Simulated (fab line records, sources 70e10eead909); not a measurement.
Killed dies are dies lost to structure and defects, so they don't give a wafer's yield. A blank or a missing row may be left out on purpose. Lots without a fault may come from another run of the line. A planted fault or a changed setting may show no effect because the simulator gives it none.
Which tool did it? | flow nand_harc | 13 lots, 39 wafers sampled, at 5 steps of a route of 1159

WHAT THE GAUGES READ, wafer by wafer
NHARC_END_SORT_01.
lot  | measured     | on        | killed_at_array | killed_at_other | killed_at_periphery | killed_dies | killed_open | killed_short
L360 | day 21 20:29 | prober-02 | 671 674 673     | 0 0 0           | 6 3 4               | 677 677 677 | 2 1 2       | 1 1 1
L361 | day 21 17:22 | prober-01 | 677 675 674     | 0 0 0           | 0 2 3               | 677 677 677 | 7 1 8       | 1 0 0
L366 | day 22 15:48 | prober-02 | 28 34 39        | 0 0 1           | 2 1 0               | 30 35 40    | 3 3 2       | 3 5 4
L371 | day 24 09:32 | prober-02 | 19 8 15         | 2 0 1           | 2 0 2               | 23 8 18     | 5 1 1       | 3 1 1
L370 | day 24 04:03 | prober-01 | 49 54 40        | 0 0 4           | 5 1 2               | 54 55 46    | 2 3 3       | 2 2 2
L372 | day 24 17:19 | prober-02 | 33 32 48        | 1 1 1           | 3 2 3               | 37 35 52    | 6 3 2       | 2 1 4
L373 | day 24 10:14 | prober-01 | 40 37 47        | 2 1 2           | 0 2 0               | 42 40 49    | 0 6 5       | 3 2 1
L374 | day 24 02:35 | prober-02 | 21 18 29        | 2 0 1           | 2 4 4               | 25 22 34    | 4 4 4       | 2 0 2
L375 | day 24 18:05 | prober-01 | 15 23 23        | 0 0 0           | 4 4 1               | 19 27 24    | 2 2 0       | 2 3 5

WHICH TOOL RAN EACH LOT (tool, then ch and the chambers of the sampled wafers, then the start)
lot  | NHARC_A_STAIRCASE_HM_DEP_462  | NHARC_A_STAIRCASE_ALD_415        | NHARC_A_STAIRCASE_ETCHBACK_416                | NHARC_A_STAIRCASE_DEP_151
L353 | acl_dep-02 ch 0, day 11 19:12 | ald_hk-02 ch 1,2,3, day 12 01:16 | rie_diel-02 ch 0,2, day 12 15:12 or earlier   | pecvd-01 ch 0,2, day 12 15:12
L354 | acl_dep-01 ch 0, day 12 18:46 | ald_hk-01 ch 0,1, day 12 22:59   | rie_diel-02 ch 0,3, day 13 13:34 or earlier   | pecvd-04 ch 0,2, day 13 13:34
L360 | acl_dep-01 ch 0, day 13 18:34 | ald_hk-04 ch 0,1,3, day 13 23:06 | rie_diel-02 ch 1,2,3, day 14 14:02 or earlier | pecvd-02 ch 0,1, day 14 14:02
L361 | acl_dep-01 ch 0, day 13 20:41 | ald_hk-02 ch 0,3, day 14 00:47   | rie_diel-11 ch 0,3, day 14 14:13 or earlier   | pecvd-04 ch 0,1, day 14 14:13
L366 | acl_dep-01 ch 0, day 14 14:28 | ald_hk-04 ch 1,2,3, day 14 19:08 | rie_diel-05 ch 1,2,3, day 15 09:56 or earlier | pecvd-04 ch 0,1,2, day 15 09:56
L365 | acl_dep-01 ch 0, day 15 06:46 | ald_hk-01 ch 0,2,3, day 15 11:35 | rie_diel-02 ch 0,1,3, day 15 15:00            | pecvd-02 ch 0,1,2, day 16 03:12
L367 | acl_dep-02 ch 0, day 15 10:52 | ald_hk-02 ch 0,1,3, day 15 15:56 | rie_diel-05 ch 1,3, day 16 03:18 or earlier   | pecvd-04 ch 1,2, day 16 03:18
L371 | acl_dep-01 ch 0, day 16 00:32 | ald_hk-01 ch 0,3, day 16 05:35   | rie_diel-05 ch 0,1,3, day 16 17:36 or earlier | pecvd-02 ch 0, day 16 17:36
L370 | acl_dep-02 ch 0, day 16 02:20 | ald_hk-01 ch 1,2,3, day 16 07:49 | rie_diel-02 ch 0,1, day 16 23:32 or earlier   | pecvd-02 ch 0,2, day 16 23:32
L372 | acl_dep-02 ch 0, day 16 10:02 | ald_hk-01 ch 1,2, day 16 15:50   | rie_diel-05 ch 1,3, day 17 06:08 or earlier   | pecvd-02 ch 1,2, day 17 06:08
L373 | acl_dep-03 ch 0, day 16 10:13 | ald_hk-04 ch 1,2,3, day 16 17:08 | rie_diel-02 ch 0,1,2, day 17 06:08 or earlier | pecvd-04 ch 0,1,2, day 17 06:08
L374 | acl_dep-03 ch 0, day 16 13:52 | ald_hk-04 ch 0,2,3, day 16 19:11 | rie_diel-02 ch 1,2, day 17 06:09 or earlier   | pecvd-01 ch 0,2, day 17 06:09
L375 | acl_dep-03 ch 0, day 17 03:34 | ald_hk-04 ch 1,3, day 17 08:13   | rie_diel-05 ch 1,2,3, day 17 22:55 or earlier | pecvd-01 ch 0,2, day 17 22:55
- NHARC_A_STAIRCASE_HM_DEP_462: deposits aC, target thk 800 nm.
- NHARC_A_STAIRCASE_ALD_415: deposits SiO2, target thk 30 nm, pulse time 6 s, ald cycles 300.
- NHARC_A_STAIRCASE_ETCHBACK_416: etches the open film in C4F8/O2/Ar, target depth 36 nm, time 7.2 s.
- NHARC_A_STAIRCASE_DEP_151: deposits SiO2, target thk 3800 nm.

WHAT THE TOOLS THEMSELVES READ (means of the sampled wafers that have a number; where no wafer has one, the mark that the record gives instead)
NHARC_A_STAIRCASE_HM_DEP_462.
lot  | tool       | throttle_valve_pct (%)
L353 | acl_dep-02 | 35.002
L354 | acl_dep-01 | 34.997
L360 | acl_dep-01 | 34.999
L361 | acl_dep-01 | 34.988
L366 | acl_dep-01 | 34.989
L365 | acl_dep-01 | 35.000
L367 | acl_dep-02 | 35.006
L371 | acl_dep-01 | 35.006
L370 | acl_dep-02 | 34.996
L372 | acl_dep-02 | 35.005
L373 | acl_dep-03 | 34.996
L374 | acl_dep-03 | 35.009
L375 | acl_dep-03 | 34.986

NHARC_A_STAIRCASE_ALD_415.
lot  | tool      | heater_power_outer_w (W) | heater_power_w (W) | precursor_pulse_height_rel
L353 | ald_hk-02 | 247                      | 460                | 1.007
L354 | ald_hk-01 | 234                      | 457                | 1.001
L360 | ald_hk-04 | -                        | -                  | -
L361 | ald_hk-02 | -                        | -                  | -
L366 | ald_hk-04 | 260                      | 465                | 0.989
L365 | ald_hk-01 | 279                      | 499                | 0.998
L367 | ald_hk-02 | 256                      | 455                | 1.010
L371 | ald_hk-01 | 267                      | 491                | 1.003
L370 | ald_hk-01 | 280                      | 489                | 1.003
L372 | ald_hk-01 | 265                      | 485                | 1.009
L373 | ald_hk-04 | 261                      | 471                | 0.988
L374 | ald_hk-04 | 245                      | 458                | 0.996
L375 | ald_hk-04 | 274                      | 456                | 0.979

NHARC_A_STAIRCASE_ETCHBACK_416.
lot  | tool        | oes_product_au (a.u.) | rf_vpp_V (V)
L353 | rie_diel-02 | 0.94                  | 716
L354 | rie_diel-02 | 0.93                  | 722
L360 | rie_diel-02 | 0.93                  | 720
L361 | rie_diel-11 | 0.92                  | 725
L366 | rie_diel-05 | 0.92                  | 725
L365 | rie_diel-02 | 0.93                  | 726
L367 | rie_diel-05 | 1.00                  | 726
L371 | rie_diel-05 | 1.00                  | 723
L370 | rie_diel-02 | 0.94                  | 725
L372 | rie_diel-05 | 0.92                  | 726
L373 | rie_diel-02 | 0.93                  | 723
L374 | rie_diel-02 | 0.92                  | 717
L375 | rie_diel-05 | 1.00                  | 725

NHARC_A_STAIRCASE_DEP_151.
lot  | tool     | heater_power_outer_w (W) | heater_power_w (W)
L353 | pecvd-01 | 418                      | 695
L354 | pecvd-04 | 389                      | 682
L360 | pecvd-02 | 395                      | 695
L361 | pecvd-04 | 351                      | 666
L366 | pecvd-04 | 386                      | 719
L365 | pecvd-02 | 411                      | 700
L367 | pecvd-04 | 416                      | 735
L371 | pecvd-02 | 347                      | 580
L370 | pecvd-02 | 338                      | 573
L372 | pecvd-02 | 369                      | 679
L373 | pecvd-04 | 480                      | 817
L374 | pecvd-01 | 388                      | 643
L375 | pecvd-01 | 407                      | 680

THE ANSWER, worked out from the rows above alone
Rule: what is usual is taken from the lots themselves. Put in order of their means at a reading, lots are off if they are a third of the lots or fewer, leave a main group of 4 or more, and stand apart from it by a gap of 3 or more times the standard deviation of the main group's means; of several such gaps the widest counts. A main group whose means are all the same, to the digits that the tables above print for the reading, isn't used. A lot without any number at a reading at which 4 lots or more have one is off too. The other lots that the step has rows for count as sound. The gauges are gone through in route order, then the tools' own readings, and for those a lot's mean is taken as printed above. The first step at which some lot is off is used, and at that step the reading that is off furthest; a lot without a number counts as furthest.
Off: L360, L361, at NHARC_END_SORT_01 (killed_at_array). The main group: mean 31, standard deviation 11. Neither off nor sound, because the step has no rows for them: L353, L354, L365, L367.
A tool fits if, at a process step before that reading, it ran every lot that is off, and no sound lot after the first of them. The gauges at NHARC_END_SORT_01 aren't tried: what is off there is off at NHARC_A_STAIRCASE_ALD_415 too, on other tools, and a gauge's error can't cause that. NHARC_A_STAIRCASE_ETCHBACK_416 gives no start for some lots, so the hours and the order of its lots are those of NHARC_A_STAIRCASE_DEP_151. None of those tried fits.

WHAT THE SIMULATOR HAD PUT IN
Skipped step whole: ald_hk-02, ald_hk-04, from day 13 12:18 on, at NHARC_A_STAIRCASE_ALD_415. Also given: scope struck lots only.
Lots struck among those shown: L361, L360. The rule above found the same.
